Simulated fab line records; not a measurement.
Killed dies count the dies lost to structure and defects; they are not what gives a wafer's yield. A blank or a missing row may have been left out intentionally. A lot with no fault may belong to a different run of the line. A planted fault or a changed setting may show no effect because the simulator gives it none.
2 desks looking at one fault + flow n5Finfet + every desk sees just its own numbers, and what lay behind them comes last

== METROLOGY DESK ==
Lot by lot, what the gauges showed, no matter which tool ran the lot: averages of those sampled wafers that carry a number. A lot is out of limits, marked OUT, if its mean lies more than 4 standard deviations from the usual mean; the brackets give that distance. Shown are 7 of the 11 readings it has, namely the first that went out of limits plus those furthest out on some lot.
Columns: A = CJ_N at N5_BEOL_M4_RC_MEAS_101, usual 4.32; B = DIBL_P at N5_BEOL_M4_RC_MEAS_101, usual 35.8 mV/V; C = IOFF_P at N5_BEOL_M4_RC_MEAS_101, usual 0.20 nA/um; D = ION_N at N5_BEOL_M4_RC_MEAS_101, usual 670 uA/um; E = ION_P at N5_BEOL_M4_RC_MEAS_101, usual 459 uA/um; F = SS_P at N5_BEOL_M4_RC_MEAS_101, usual 73.2 mV/dec; G = VT_N at N5_BEOL_M4_RC_MEAS_101, usual 251 mV
| lot  | first seen here | A               | B    | C    | D   | E   | F    | G   |
|------|-----------------|-----------------|------|------|-----|-----|------|-----|
| L458 | day 9 11:49     | 4.31            | 34.2 | 0.18 | 660 | 455 | 72.7 | 253 |
| L459 | day 9 13:56     | 4.27            | 35.6 | 0.19 | 672 | 461 | 73.3 | 250 |
| L461 | day 10 03:13    | 4.30            | 36.4 | 0.19 | 670 | 460 | 73.5 | 253 |
| L464 | day 11 01:23    | 4.44            | 33.3 | 0.18 | 659 | 459 | 72.5 | 252 |
| L470 | day 11 22:16    | 4.34            | 38.2 | 0.21 | 672 | 456 | 73.5 | 250 |
| L468 | day 12 11:36    | 4.19            | 36.2 | 0.19 | 656 | 451 | 72.9 | 256 |
| L469 | day 12 17:02    | 4.19            | 35.8 | 0.19 | 672 | 455 | 73.0 | 247 |
| L474 | day 13 03:50    | 4.81 (+5.6) OUT | 33.8 | 0.17 | 671 | 453 | 72.6 | 252 |
| L478 | day 14 03:56    | 4.72 (+4.6) OUT | 37.4 | 0.19 | 663 | 450 | 73.6 | 251 |
| L476 | day 14 05:24    | 4.85 (+6.1) OUT | 33.2 | 0.17 | 668 | 458 | 72.9 | 252 |
This desk reports L474, L476, L478 out of limits; the earliest was L474 at day 13 03:50 (CJ_N at N5_BEOL_M4_RC_MEAS_101). In limits: L458, L459, L461, L464, L470, L468, L469.

== TOOL OWNER'S DESK, implanter-01 ==
The tool's own readings at N5_WELL_APT_IMPLANT_32: means of the sampled wafers that have a number, for each lot that ran on this tool. A lot is out of limits, marked OUT, if its mean lies more than 4 standard deviations from the usual mean; the brackets give that distance.
Columns: A = doseIonsCm2 at N5_WELL_APT_IMPLANT_32, usual 1.9999e+13; B = faradayCurrentUA at N5_WELL_APT_IMPLANT_32, usual 253
| lot  | first seen here | A                            | B             |
|------|-----------------|------------------------------|---------------|
| L459 | day 2 03:13     | 1.9973e+13                   | 254           |
| L461 | day 2 15:22     | 2.0005e+13                   | 248           |
| L468 | day 4 09:10     | 1.9986e+13                   | 258           |
| L470 | day 4 21:19     | 1.9981e+13                   | 250           |
| L474 | day 5 21:17     | 2.4335e+13 (+99 or more) OUT | 304 (+11) OUT |
| L476 | day 6 09:14     | 2.4303e+13 (+99 or more) OUT | 307 (+11) OUT |
| L478 | day 6 21:19     | 2.4307e+13 (+99 or more) OUT | 311 (+12) OUT |
Finding of this desk: L474, L476, L478 out of limits; the first was L474 at day 5 21:17, on doseIonsCm2 at N5_WELL_APT_IMPLANT_32. In limits: L459, L461, L468, L470.

== ALL TOGETHER ==
On L474, L476, L478, at day 5 21:17, an alarm was possible from the tool owner's desk.
L474, L476, L478 would have let the metrology desk raise an alarm at day 13 03:50.
Of the lots named, all ran N5_WELL_APT_IMPLANT_32 on implanter-01.

== WHAT THE SIMULATOR PUT IN ==
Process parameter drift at N5_WELL_APT_IMPLANT_32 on implanter-01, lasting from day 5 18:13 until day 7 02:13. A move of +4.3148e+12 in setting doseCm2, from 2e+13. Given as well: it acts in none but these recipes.
Struck lots among those shown: L474, L476, L478.
Time in hours from fault onset to the first out-of-limits reading at each desk: tool owner's desk 3, metrology desk 178.
